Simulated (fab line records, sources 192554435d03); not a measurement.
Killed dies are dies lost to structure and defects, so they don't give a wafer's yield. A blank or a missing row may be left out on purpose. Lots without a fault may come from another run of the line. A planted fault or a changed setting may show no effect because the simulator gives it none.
Which tool did it? | flow n5_finfet | 6 lots, 15 wafers sampled, at 1 step of a route of 1938

WHAT THE GAUGES READ, wafer by wafer
N5_BEOL_M12_CD_MEAS_28: target cd 160.2 nm.
lot  | measured     | on        | cd_nm (nm)
L636 | day 11 03:35 | cd_sem-01 | 162.4 160.5
L638 | day 11 22:50 | cd_sem-01 | 159.6 160.7 161.4
L643 | day 13 01:47 | cd_sem-01 | 162.1 160.1 162.4
L646 | day 13 18:34 | cd_sem-01 | 162.8 161.9
L647 | day 14 04:42 | cd_sem-01 | 161.5 162.3
L651 | day 14 16:26 | cd_sem-02 | 162.2 159.7 161.5

WHICH TOOL RAN EACH LOT (tool, then ch and the chambers of the sampled wafers, then the start)
The record holds no process step before these readings.

THE ANSWER, worked out from the rows above alone
Rule: what is usual is taken from the lots themselves. Put in order of their means at a reading, lots are off if they are a third of the lots or fewer, leave a main group of 4 or more, and stand apart from it by a gap of 3 or more times the standard deviation of the main group's means; of several such gaps the widest counts. A main group whose means are all the same, to the digits that the tables above print for the reading, isn't used. A lot without any number at a reading at which 4 lots or more have one is off too. The other lots that the step has rows for count as sound.
No lot is off at any reading shown: from this, nothing can be told.

WHAT THE SIMULATOR HAD PUT IN
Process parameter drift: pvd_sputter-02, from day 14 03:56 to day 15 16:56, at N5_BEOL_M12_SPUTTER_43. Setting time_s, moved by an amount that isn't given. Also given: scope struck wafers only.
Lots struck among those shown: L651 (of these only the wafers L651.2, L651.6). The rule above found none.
